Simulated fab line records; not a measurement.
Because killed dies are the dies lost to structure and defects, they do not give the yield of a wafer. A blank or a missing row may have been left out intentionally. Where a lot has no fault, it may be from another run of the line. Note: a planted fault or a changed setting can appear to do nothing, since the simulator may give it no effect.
Matching of chambers :: flow n5-finfet :: ald-metal-03 running N5_HKMG_FIN_ALD_21: 4 sister chambers
The step deposits TiN, target thk 1.5 nm, pulse time 1 s, purge time 3 s. 4 wafers are shown with their chamber, then 7 later ones without.

## WAFERS PAIRED WITH THEIR CHAMBERS
wafer: L164.1
chamber: 1
heater-power-w (W): 882

wafer: L169.2
chamber: 2
heater-power-w (W): 937

wafer: L171.2
chamber: 3
heater-power-w (W): 835

wafer: L171.4
chamber: 0
heater-power-w (W): 788

## WAFERS WITH NO CHAMBER GIVEN
wafer: L171.6
heater-power-w (W): 878

wafer: L175.2
heater-power-w (W): 912

wafer: L175.4
heater-power-w (W): 812

wafer: L175.6
heater-power-w (W): 930

wafer: L177.2
heater-power-w (W): 797

wafer: L177.4
heater-power-w (W): 898

wafer: L177.6
heater-power-w (W): 798

## WHICH CHAMBER EACH WENT THROUGH
wafer: L171.6
from the rows above: 1
in truth: 1

wafer: L175.2
from the rows above: can't be placed: 2 or 1
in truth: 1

wafer: L175.4
from the rows above: can't be placed: 3 or 0
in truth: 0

wafer: L175.6
from the rows above: 2
in truth: 2

wafer: L177.2
from the rows above: can't be placed: 0 or 3
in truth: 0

wafer: L177.4
from the rows above: can't be placed: 1 or 2
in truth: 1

wafer: L177.6
from the rows above: can't be placed: 0 or 3
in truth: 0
Correct placement for 2 of the 7. Not placeable from these rows: 5 (in 5, the candidates include the true chamber). Wrongly placed: 0.
How it was worked out, from the rows above alone: a wafer's distance from a chamber is the root of the sum, over the readings, of the square of ((its reading less the chamber's mean) divided by the reading's scatter). If the next closest chamber is less than 2 further off than the closest, the wafer can't be placed; otherwise it belongs to the closest. The mean given for a chamber averages the wafers shown for that chamber. The scatter: root of mean squared gap, hidden wafer to nearest shown wafer, with one shown wafer a chamber.
